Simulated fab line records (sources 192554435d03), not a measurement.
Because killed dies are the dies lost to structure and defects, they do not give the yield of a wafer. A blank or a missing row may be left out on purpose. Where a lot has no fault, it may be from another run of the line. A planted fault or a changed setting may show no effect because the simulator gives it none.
Which tool is to blame?    flow n5Finfet    24 lots with 72 wafers sampled at 6 steps, on a route of 1938 steps

== WHAT THE GAUGES READ, wafer by wafer ==
N5_BEOL_M3_THK_MEAS_53: measures by xrf.
lot   measured      on            M3_THK (nm)
L075  day 7 13:58   filmMetro-02  42.6 42.0 41.9
L076  day 7 18:14   filmMetro-02  41.4 40.9 40.3
L074  day 7 18:39   filmMetro-01  41.3 41.4 44.5
L077  day 8 07:07   filmMetro-02  41.2 38.1 41.7
L078  day 8 13:57   filmMetro-02  39.3 39.0 40.8
L079  day 8 14:20   filmMetro-02  40.0 42.9 42.2
L080  day 8 21:10   filmMetro-02  42.1 38.7 41.0
L081  day 9 08:23   filmMetro-01  40.6 39.3 40.8
L082  day 9 15:39   filmMetro-01  39.8 41.2 41.6
L083  day 9 20:11   filmMetro-01  40.1 38.9 44.5
L084  day 10 00:10  filmMetro-01  39.0 40.5 40.9
L085  day 10 14:00  filmMetro-01  39.0 40.6 39.7
L086  day 10 14:31  filmMetro-01  37.0 40.6 38.9
L088  day 10 21:28  filmMetro-02  38.8 38.3 40.9
L089  day 11 02:30  filmMetro-01  42.3 39.5 39.5
L087  day 11 03:13  filmMetro-02  38.7 40.9 42.1
L090  day 11 09:45  filmMetro-01  37.4 38.6 39.5
L091  day 11 13:44  filmMetro-02  37.9 39.4 40.0
L093  day 12 22:20  filmMetro-01  41.9 41.8 41.9
L092  day 12 23:56  filmMetro-01  42.0 41.5 43.6
L094  day 13 01:43  filmMetro-02  41.7 40.2 41.9
L097  day 13 03:26  filmMetro-02  38.5 39.9 42.3
L095  day 13 04:37  filmMetro-02  39.7 38.8 39.9
L096  day 13 08:02  filmMetro-02  41.5 42.7 42.7

N5_BEOL_M3_INSPECT_59: inspects for defects (darkfield).
lot   measured      on                rawDefectCount
L075  day 7 14:28   defectInspect-01  60 66 47
L076  day 7 18:31   defectInspect-01  82 83 78
L074  day 7 18:56   defectInspect-02  58 37 45
L077  day 8 07:38   defectInspect-02  51 83 63
L078  day 8 14:23   defectInspect-01  59 54 66
L079  day 8 14:44   defectInspect-01  50 52 51
L080  day 8 21:30   defectInspect-01  83 59 59
L081  day 9 08:50   defectInspect-02  60 81 123
L082  day 9 15:56   defectInspect-01  83 52 84
L083  day 9 20:29   defectInspect-02  82 72 125
L084  day 10 00:27  defectInspect-01  51 104 86
L085  day 10 14:17  defectInspect-02  49 64 56
L086  day 10 14:47  defectInspect-01  40 54 50
L088  day 10 21:45  defectInspect-02  88 54 34
L089  day 11 02:47  defectInspect-02  88 60 34
L087  day 11 03:31  defectInspect-01  62 83 51
L090  day 11 10:02  defectInspect-01  91 73 77
L091  day 11 14:02  defectInspect-02  70 51 105
L093  day 12 22:38  defectInspect-01  81 64 57
L092  day 13 00:13  defectInspect-01  56 59 37
L094  day 13 02:13  defectInspect-01  96 80 92
L097  day 13 03:43  defectInspect-02  59 55 60
L095  day 13 04:54  defectInspect-02  82 61 52
L096  day 13 08:19  defectInspect-01  56 70 52

== EACH LOT AND THE TOOL THAT RAN IT (in order: tool; ch and the chambers of the sampled wafers; start) ==
lot   N5_BEOL_M3_DEGAS_44          N5_BEOL_M3_ALD_84                   N5_BEOL_M3_ANNEAL_80         N5_BEOL_M3_SPUTTER_96
L075  pvdSputter-01, day 7 10:44   aldMetal-02 ch 2,3, day 7 10:50     pvdSputter-01, day 7 11:43   pvdSputter-01, day 7 13:10
L076  pvdSputter-02, day 7 14:43   aldMetal-02 ch 0,3, day 7 14:49     pvdSputter-01, day 7 15:59   pvdSputter-01, day 7 17:26
L074  pvdSputter-02, day 7 14:56   aldMetal-04 ch 0,3, day 7 15:01     pvdSputter-02, day 7 16:28   pvdSputter-02, day 7 17:53
L077  pvdSputter-02, day 8 02:04   aldMetal-03 ch 0,1,3, day 8 02:10   pvdSputter-01, day 8 03:14   pvdSputter-01, day 8 04:42
L078  pvdSputter-02, day 8 10:37   aldMetal-02 ch 1,2,3, day 8 10:43   pvdSputter-03, day 8 11:42   pvdSputter-03, day 8 13:10
L079  pvdSputter-02, day 8 10:42   aldMetal-04 ch 0,1,3, day 8 10:49   pvdSputter-02, day 8 11:49   pvdSputter-02, day 8 13:17
L080  pvdSputter-03, day 8 14:12   aldMetal-03 ch 0,2,3, day 8 14:18   pvdSputter-01, day 8 18:41   pvdSputter-01, day 8 20:09
L081  pvdSputter-03, day 9 04:22   aldMetal-02 ch 0,1, day 9 04:33     pvdSputter-01, day 9 05:29   pvdSputter-01, day 9 06:57
L082  pvdSputter-03, day 9 12:32   aldMetal-03 ch 0,1,3, day 9 12:38   pvdSputter-02, day 9 13:24   pvdSputter-02, day 9 14:52
L083  pvdSputter-02, day 9 16:35   aldMetal-03 ch 1,2,3, day 9 16:55   pvdSputter-02, day 9 17:56   pvdSputter-02, day 9 19:24
L084  pvdSputter-02, day 9 20:37   aldMetal-02 ch 0,1,2, day 9 20:44   pvdSputter-03, day 9 21:55   pvdSputter-03, day 9 23:22
L085  pvdSputter-02, day 10 10:44  aldMetal-03 ch 0,3, day 10 10:50    pvdSputter-02, day 10 11:45  pvdSputter-02, day 10 13:13
L086  pvdSputter-03, day 10 10:49  aldMetal-02 ch 0,1,3, day 10 10:56  pvdSputter-01, day 10 12:16  pvdSputter-01, day 10 13:43
L088  pvdSputter-02, day 10 18:04  aldMetal-04 ch 1,2,3, day 10 18:23  pvdSputter-01, day 10 19:13  pvdSputter-01, day 10 20:41
L089  pvdSputter-03, day 10 23:17  aldMetal-03 ch 0,1,3, day 10 23:23  pvdSputter-03, day 11 00:15  pvdSputter-03, day 11 01:43
L087  pvdSputter-03, day 10 23:45  aldMetal-02 ch 1,3, day 10 23:51    pvdSputter-01, day 11 00:46  pvdSputter-01, day 11 02:13
L090  pvdSputter-03, day 11 06:20  aldMetal-04 ch 0,1,3, day 11 06:26  pvdSputter-03, day 11 07:30  pvdSputter-03, day 11 08:58
L091  pvdSputter-01, day 11 10:10  aldMetal-03 ch 1,2,3, day 11 10:22  pvdSputter-01, day 11 11:25  pvdSputter-01, day 11 12:53
L093  pvdSputter-03, day 12 19:11  aldMetal-03 ch 1,2,3, day 12 19:17  pvdSputter-02, day 12 20:02  pvdSputter-02, day 12 21:29
L092  pvdSputter-01, day 12 19:11  aldMetal-04 ch 0,2,3, day 12 19:17  pvdSputter-01, day 12 21:40  pvdSputter-01, day 12 23:07
L094  pvdSputter-02, day 12 22:22  aldMetal-02 ch 0,2,3, day 12 22:32  pvdSputter-03, day 12 23:28  pvdSputter-03, day 13 00:55
L097  pvdSputter-01, day 12 23:42  aldMetal-03 ch 0,3, day 13 00:02    pvdSputter-02, day 13 01:01  pvdSputter-02, day 13 02:28
L095  pvdSputter-01, day 13 01:17  aldMetal-04 ch 0,1,2, day 13 01:23  pvdSputter-01, day 13 02:22  pvdSputter-01, day 13 03:50
L096  pvdSputter-02, day 13 04:47  aldMetal-04 ch 0,1,3, day 13 04:53  pvdSputter-02, day 13 05:46  pvdSputter-02, day 13 07:14
- N5_BEOL_M3_DEGAS_44: time 60 s.
- N5_BEOL_M3_ALD_84: deposits TaN, pulse time 2 s, purge time 3 s, co reactant purge time 2 s.
- N5_BEOL_M3_ANNEAL_80: time 240 s.
- N5_BEOL_M3_SPUTTER_96: material Cu, target thk 4.5 nm, time 8.29 s.

== WHAT THE TOOLS THEMSELVES READ (means of the sampled wafers that have a number; where no wafer has one, the mark that the record gives instead) ==
N5_BEOL_M3_DEGAS_44.
lot   tool           heaterPowerW (W)
L075  pvdSputter-01  371
L076  pvdSputter-02  340
L074  pvdSputter-02  336
L077  pvdSputter-02  335
L078  pvdSputter-02  329
L079  pvdSputter-02  351
L080  pvdSputter-03  343
L081  pvdSputter-03  353
L082  pvdSputter-03  327
L083  pvdSputter-02  340
L084  pvdSputter-02  336
L085  pvdSputter-02  343
L086  pvdSputter-03  329
L088  pvdSputter-02  322
L089  pvdSputter-03  355
L087  pvdSputter-03  346
L090  pvdSputter-03  333
L091  pvdSputter-01  352
L093  pvdSputter-03  333
L092  pvdSputter-01  361
L094  pvdSputter-02  336
L097  pvdSputter-01  356
L095  pvdSputter-01  354
L096  pvdSputter-02  329

N5_BEOL_M3_ALD_84.
lot   tool         heaterPowerW (W)
L075  aldMetal-02  449
L076  aldMetal-02  417
L074  aldMetal-04  433
L077  aldMetal-03  398
L078  aldMetal-02  430
L079  aldMetal-04  437
L080  aldMetal-03  380
L081  aldMetal-02  397
L082  aldMetal-03  401
L083  aldMetal-03  388
L084  aldMetal-02  417
L085  aldMetal-03  353
L086  aldMetal-02  409
L088  aldMetal-04  445
L089  aldMetal-03  399
L087  aldMetal-02  397
L090  aldMetal-04  443
L091  aldMetal-03  392
L093  aldMetal-03  392
L092  aldMetal-04  430
L094  aldMetal-02  440
L097  aldMetal-03  383
L095  aldMetal-04  451
L096  aldMetal-04  442

N5_BEOL_M3_ANNEAL_80.
lot   tool           heaterPowerW (W)
L075  pvdSputter-01  927
L076  pvdSputter-01  896
L074  pvdSputter-02  864
L077  pvdSputter-01  894
L078  pvdSputter-03  810
L079  pvdSputter-02  807
L080  pvdSputter-01  912
L081  pvdSputter-01  926
L082  pvdSputter-02  834
L083  pvdSputter-02  816
L084  pvdSputter-03  882
L085  pvdSputter-02  807
L086  pvdSputter-01  897
L088  pvdSputter-01  895
L089  pvdSputter-03  845
L087  pvdSputter-01  920
L090  pvdSputter-03  852
L091  pvdSputter-01  900
L093  pvdSputter-02  893
L092  pvdSputter-01  876
L094  pvdSputter-03  882
L097  pvdSputter-02  844
L095  pvdSputter-01  872
L096  pvdSputter-02  819

N5_BEOL_M3_SPUTTER_96.
lot   tool           throttleValvePct (%)
L075  pvdSputter-01  29.6
L076  pvdSputter-01  29.2
L074  pvdSputter-02  30.6
L077  pvdSputter-01  29.7
L078  pvdSputter-03  29.8
L079  pvdSputter-02  30.5
L080  pvdSputter-01  29.0
L081  pvdSputter-01  29.7
L082  pvdSputter-02  31.2
L083  pvdSputter-02  30.5
L084  pvdSputter-03  30.7
L085  pvdSputter-02  31.0
L086  pvdSputter-01  30.1
L088  pvdSputter-01  29.8
L089  pvdSputter-03  30.7
L087  pvdSputter-01  29.1
L090  pvdSputter-03  30.7
L091  pvdSputter-01  29.6
L093  pvdSputter-02  31.1
L092  pvdSputter-01  29.8
L094  pvdSputter-03  30.7
L097  pvdSputter-02  30.5
L095  pvdSputter-01  29.8
L096  pvdSputter-02  30.6

== THE ANSWER, worked out from the rows above alone ==
Rule: usual is defined by the lots themselves. Put in order of their means at a reading, lots are off if they are a third of the lots or fewer, leave a main group of 4 or more, and stand apart from it by a gap of 3 or more times the standard deviation of the main group's means; of several such gaps the widest counts. A main group whose means are all the same, to the digits that the tables above print for the reading, isn't used. A lot without any number at a reading at which 4 lots or more have one is off too. The other lots that the step has rows for count as sound. First the gauges in route order, then the tools' own readings, where a lot's mean is used as printed above. At the first step where some lot is off, the reading lying furthest off is the one used; lots without a number count as furthest.
Nothing can be told from this: no lot is off at any reading shown.

== WHAT HAD BEEN PUT IN BY THE SIMULATOR ==
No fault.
